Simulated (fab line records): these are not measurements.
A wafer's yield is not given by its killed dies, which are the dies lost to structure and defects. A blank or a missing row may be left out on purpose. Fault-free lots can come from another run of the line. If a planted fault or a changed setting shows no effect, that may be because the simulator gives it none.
Which tool did it?    flow nand_harc    39 wafers from 13 lots sampled at 5 of the route's 1302 steps

== WHAT EACH GAUGE READ, for each wafer ==
NHARC_A_WL_FILL_INSPECT_15.
lot   measured      on                 raw_defect_count
L114  day 21 21:55  defect_inspect-02  330 380 290
L116  day 22 07:44  defect_inspect-02  421 498 585
L117  day 23 04:53  defect_inspect-02  535 431 575
L118  day 23 07:22  defect_inspect-01  778 461 421
L120  day 25 01:17  defect_inspect-02  598 311 488
L121  day 25 05:08  defect_inspect-02  292 436 477
L124  day 26 04:34  defect_inspect-02  615 488 354
L130  day 28 07:23  defect_inspect-02  495 651 499
L132  day 30 02:17  defect_inspect-01  504 395 387
L133  day 29 19:10  defect_inspect-02  366 387 528
L135  day 30 07:47  defect_inspect-01  474 353 389
L134  day 30 07:47  defect_inspect-02  636 423 500
L136  day 31 08:23  defect_inspect-01  549 693 737

NHARC_END_SORT_01.
lot   measured      on         killed_at_array  killed_at_other  killed_at_periphery  killed_dies  killed_open  killed_short
L124  day 29 14:11  prober-02  48 58 48         1 1 0            3 6 3                52 65 51     4 5 3        6 2 3

== EACH LOT AND THE TOOL THAT RAN IT (in order: tool; ch and the chambers of the sampled wafers; start) ==
lot   NHARC_A_WL_FILL_ALD_00            NHARC_A_WL_FILL_RTA_01            NHARC_A_WL_FILL_ETCHBACK_26
L114  ald_hk-03 ch 1,2,3, day 21 04:18  rtp_anneal-02 ch 0, day 21 04:33  rie_si-04 ch 2,3, day 21 20:49
L116  ald_hk-03 ch 0,1,3, day 21 11:48  rtp_anneal-02 ch 0, day 21 12:04  rie_si-04 ch 0,1,3, day 22 06:37
L117  ald_hk-01 ch 0,1,3, day 22 07:38  rtp_anneal-01 ch 0, day 22 08:04  rie_si-03 ch 0,1,2, day 23 03:46
L118  ald_hk-01 ch 0,2,3, day 22 12:46  rtp_anneal-01 ch 0, day 22 13:08  rie_si-04 ch 2,3, day 23 06:15
L120  ald_hk-03 ch 0,1,3, day 24 03:21  rtp_anneal-02 ch 0, day 24 03:35  rie_si-04 ch 0,3, day 25 00:10
L121  ald_hk-03 ch 0,1,2, day 24 11:12  rtp_anneal-02 ch 0, day 24 11:26  rie_si-04 ch 2,3, day 25 04:02
L124  ald_hk-04 ch 0,1,2, day 25 10:34  rtp_anneal-02 ch 0, day 25 10:50  rie_si-03 ch 0,1,2, day 26 03:28
L130  ald_hk-01 ch 0,2,3, day 27 10:50  rtp_anneal-02 ch 0, day 27 11:06  rie_si-04 ch 0,1,3, day 28 06:17
L132  ald_hk-01 ch 1,2,3, day 28 21:34  rtp_anneal-01 ch 0, day 28 21:50  rie_si-03 ch 0,1,2, day 30 01:11
L133  ald_hk-03 ch 0,1,2, day 29 01:24  rtp_anneal-02 ch 0, day 29 01:41  rie_si-05 ch 0,3, day 29 18:02
L135  ald_hk-03 ch 0,3, day 29 13:33    rtp_anneal-02 ch 0, day 29 13:50  rie_si-05 ch 1,2,3, day 30 06:42
L134  ald_hk-01 ch 0,1,3, day 29 16:28  rtp_anneal-02 ch 0, day 29 16:44  rie_si-03 ch 0,1,2, day 30 06:42
L136  ald_hk-04 ch 0,2,3, day 30 10:47  rtp_anneal-02 ch 0, day 30 11:02  rie_si-05 ch 0,2,3, day 31 07:08
- NHARC_A_WL_FILL_ALD_00: deposits Al2O3, target thk 3 nm, pulse time 3 s, ald cycles 30.
- NHARC_A_WL_FILL_RTA_01: time 5 s.
- NHARC_A_WL_FILL_ETCHBACK_26: etches the open film in HBr, target depth 52 nm, time 13.3 s.

== AS READ BY THE TOOLS THEMSELVES (means over the sampled wafers that have a number; for cases with no such wafer, the mark the record gives instead) ==
NHARC_A_WL_FILL_ALD_00.
lot   tool       heater_power_w (W)  precursor_pulse_height_rel
L114  ald_hk-03  479                 1.004
L116  ald_hk-03  459                 1.029
L117  ald_hk-01  488                 1.011
L118  ald_hk-01  492                 0.994
L120  ald_hk-03  459                 1.004
L121  ald_hk-03  478                 1.002
L124  ald_hk-04  464                 0.984
L130  ald_hk-01  496                 0.993
L132  ald_hk-01  472                 1.008
L133  ald_hk-03  452                 0.999
L135  ald_hk-03  449                 1.010
L134  ald_hk-01  475                 1.010
L136  ald_hk-04  472                 1.002

NHARC_A_WL_FILL_RTA_01.
lot   tool           lamp_power_pct (%)  lamp_zone_7_pct (%)  wafer_temp_C_max
L114  rtp_anneal-02  24                  25                   1003.1
L116  rtp_anneal-02  24                  25                   1004.0
L117  rtp_anneal-01  34                  34                   1005.5
L118  rtp_anneal-01  34                  34                   1004.9
L120  rtp_anneal-02  24                  25                   1002.8
L121  rtp_anneal-02  24                  25                   1003.2
L124  rtp_anneal-02  24                  25                   1002.7
L130  rtp_anneal-02  24                  25                   1003.1
L132  rtp_anneal-01  34                  34                   1006.2
L133  rtp_anneal-02  24                  25                   1003.9
L135  rtp_anneal-02  24                  25                   1003.6
L134  rtp_anneal-02  24                  25                   1003.0
L136  rtp_anneal-02  24                  25                   1003.9

NHARC_A_WL_FILL_ETCHBACK_26.
lot   tool       bias_w (W)  drypump_motor_current_A (A)  oes_product_au (a.u.)  run_length_s (s)  throttle_valve_pct (%)
L114  rie_si-04  59.99       5.2                          0.999                  34.3              23.269
L116  rie_si-04  59.98       6.1                          0.990                  34.3              23.264
L117  rie_si-03  59.92       5.7                          1.006                  34.5              23.257
L118  rie_si-04  59.85       5.3                          0.991                  34.3              23.262
L120  rie_si-04  -           5.6                          0.986                  29.7              23.268
L121  rie_si-04  -           5.2                          0.990                  29.7              23.262
L124  rie_si-03  59.93       5.7                          1.006                  34.6              23.259
L130  rie_si-04  60.05       6.1                          0.999                  34.5              23.265
L132  rie_si-03  59.90       5.7                          1.010                  34.3              23.262
L133  rie_si-05  59.96       5.2                          0.998                  34.9              23.263
L135  rie_si-05  60.06       5.7                          1.002                  34.5              23.269
L134  rie_si-03  60.20       5.7                          1.002                  34.4              23.262
L136  rie_si-05  60.14       5.7                          0.999                  34.8              23.265

== THE ANSWER, worked out from the rows above alone ==
Rule: the lots themselves supply what counts as usual. Put in order of their means at a reading, lots are off if they are a third of the lots or fewer, leave a main group of 4 or more, and stand apart from it by a gap of 3 or more times the standard deviation of the main group's means; of several such gaps the widest counts. A main group whose means are all the same, to the digits that the tables above print for the reading, isn't used. A lot without any number at a reading at which 4 lots or more have one is off too. All remaining lots with rows at the step are treated as sound. Order of review: gauges by route order, followed by the tools' own readings, for which a lot's mean as printed above is used. The first step at which some lot is off is used, and at that step the reading that is off furthest; a lot without a number counts as furthest.
Off at NHARC_A_WL_FILL_ETCHBACK_26 (bias_w): L120, L121. Without a number there: L120, L121. The main group has a mean of 60.00 W with a standard deviation of 0.1.
A tool fits if, at that step or a process step before it, it ran every lot that is off, and no sound lot after the first of them. No candidate that was tried fits.

== WHAT HAD BEEN PUT IN BY THE SIMULATOR ==
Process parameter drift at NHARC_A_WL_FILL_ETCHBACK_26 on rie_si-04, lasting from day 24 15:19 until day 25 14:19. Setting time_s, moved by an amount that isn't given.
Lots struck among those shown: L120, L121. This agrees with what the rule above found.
